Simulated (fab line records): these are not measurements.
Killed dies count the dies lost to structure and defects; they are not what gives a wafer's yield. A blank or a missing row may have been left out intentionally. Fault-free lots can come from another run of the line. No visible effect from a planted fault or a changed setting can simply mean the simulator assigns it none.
Comparing a struck lot with a sound one || flow nand_harc || 17 steps out of a route of 1302
Sound: these wafers, L420.3, L420.5, L420.6. The struck wafers were L418.3, L418.5, L418.6. The cause comes at the end.
Per side, at each step with rows, come the tool, then ch with its chambers, and then its first start. Under that, the readings that differ: sound wafers || struck wafers || difference of the means || sigmas: that difference in standard deviations of wafers without a fault.
alike: same words and numbers on both sides, and readings whose means sit less than 2 such deviations apart. not compared: any withheld reading, any reading some wafer has no value for, any bound like >300 that may hide the same value, and any number with overlapping values for which the record gives no deviation.
Wherever a step has rows on one side only, a row that says differs or no value, or a row with sigmas, the two part there. Non-overlapping numbers with no deviation appear without sigmas and do not part them. A reading missing from all wafers of one side parts the sides only when that side holds two or more wafers.

NHARC_A_WL_FILL_INSPECT_15:
  sound on defect_inspect-01 at day 27 04:49; struck on defect_inspect-02 at day 27 04:50
  alike: raw_defect_count
NHARC_A_CONTACT_DEP_24: deposits SiO2, target thk 500 nm.
  sound on pecvd-01 ch 0,1,2, day 27 04:56; struck on pecvd-04 ch 0,1, day 27 05:01
  alike: heater_power_w, rf_fwd_power_W, throttle_valve_pct
NHARC_A_CONTACT_DEP_28: deposits aC, target thk 7000 nm.
  sound on acl_dep-02 ch 0, day 27 09:10; struck on acl_dep-01 ch 0, day 27 09:29
  alike: throttle_valve_pct
NHARC_A_CONTACT_DEP_29: deposits SiON, target thk 100 nm.
  sound on pecvd-01 ch 0,1, day 27 12:05; struck on pecvd-02 ch 0,1,2, day 27 12:22
  alike: heater_power_w, rf_fwd_power_W
then, 7 steps without rows for these wafers: NHARC_A_CONTACT_DEHYDRATE_32 (time 120 s); NHARC_A_CONTACT_HMDS_33 (time 30 s); NHARC_A_CONTACT_COAT_34 (time 75 s); NHARC_A_CONTACT_COAT_35 (time 65 s); NHARC_A_CONTACT_COAT_36 (resist thk 90 nm); NHARC_A_CONTACT_SOFTBAKE_37 (time 55 s); NHARC_A_CONTACT_EBR_38.
NHARC_A_CONTACT_EXPOSE_39: exposes mask A CC 3.
  sound on arfi_scanner-03 ch 0, day 27 12:40; struck on arfi_scanner-02 ch 0, day 27 12:54
{"reading": "exposure_dose_mJ_cm2", "sound": "58.74 58.82 58.84", "struck": "85.10 85.09 85.07", "difference": "+26.29", "sigmas": "+99 or more"}
  alike: mask
then, 2 steps without rows for these wafers: NHARC_A_CONTACT_PEB_40 (peb time 65 s); NHARC_A_CONTACT_DEVELOP_41 (develop time 35 s).
NHARC_A_CONTACT_CD_MEAS_42 targets a cd of 300 nm.
  sound on cd_sem-02 ch 0, day 27 12:47; struck on cd_sem-01 ch 0, day 27 13:02
{"reading": "cd_nm (nm)", "sound": "299.9 300.8 299.6", "struck": "321.5 320.5 321.7", "difference": "+21.1", "sigmas": "+38"}
NHARC_A_CONTACT_OVL_MEAS_43:
  sound on overlay-01 at day 27 12:53; struck on overlay-02 at day 27 13:08
{"reading": "overlay_y_nm (nm)", "sound": "0.9 1.1 0.9", "struck": "-0.9 0.1 -0.5", "difference": -1.4, "sigmas": -2}
  alike: overlay_x_nm
-- jump in the record: it breaks off in module A_CONTACT and resumes in module END (first step shown: number 1302 of the route), and 3 days separate the struck wafers' starts before and after --
NHARC_END_SORT_01:
  here the record holds rows for the struck wafers (prober-01 ch 0, day 30 15:45) but none for the sound ones

WHERE THEY PART
At NHARC_A_CONTACT_EXPOSE_39 first; at NHARC_END_SORT_01 last (within this record only).

WHY: what the simulator had put in
Process parameters drifting: arfi_scanner-02 at NHARC_A_CONTACT_EXPOSE_39, beginning at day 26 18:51. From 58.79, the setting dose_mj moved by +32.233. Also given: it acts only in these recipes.
